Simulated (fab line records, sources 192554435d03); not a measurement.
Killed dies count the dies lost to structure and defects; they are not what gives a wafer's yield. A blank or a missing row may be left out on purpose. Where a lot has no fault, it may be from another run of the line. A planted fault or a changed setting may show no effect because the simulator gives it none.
Which of the tools did it?	flow n5-finfet	12 lots, 36 wafers sampled, at 1 step of a route of 1938

WHAT THE GAUGES SHOWED, per wafer
N5_SDB_THK_MEAS_31.
lot	measured	on	SDB_THK (nm)
L075	day 4 09:03	film-metro-02	64.4 64.9 66.1
L077	day 5 00:32	film-metro-02	64.1 62.2 64.9
L079	day 5 05:25	film-metro-02	64.7 65.1 64.4
L081	day 5 14:59	film-metro-01	64.1 66.0 65.3
L083	day 6 04:57	film-metro-02	64.3 61.9 64.5
L085	day 6 23:25	film-metro-01	64.1 63.7 64.3
L087	day 7 05:47	film-metro-01	65.8 65.4 64.4
L089	day 7 16:36	film-metro-01	62.1 65.7 64.4
L091	day 8 02:32	film-metro-02	63.6 65.4 66.4
L093	day 8 16:28	film-metro-01	65.3 65.8 63.6
L095	day 9 06:16	film-metro-01	65.4 62.5 65.4
L097	day 9 16:53	film-metro-01	65.7 63.1 66.5

WHICH TOOL RAN EACH LOT (tool, then ch and the chambers of the sampled wafers, then the start)
The record holds no process step before these readings.

THE ANSWER, worked out from the rows above alone
Rule: the usual values come from the lots themselves. Put in order of their means at a reading, lots are off if they are a third of the lots or fewer, leave a main group of 4 or more, and stand apart from it by a gap of 3 or more times the standard deviation of the main group's means; of several such gaps the widest counts. A main group is skipped when, at the precision printed for the reading in the tables above, its means are all equal. Also off: a lot with no number at a reading for which 4 or more lots have one. Any other lot the step has rows for is counted as sound.
No lot is off on any of the readings shown, so nothing can be concluded from this.

WHAT THE SIMULATOR HAD PUT IN
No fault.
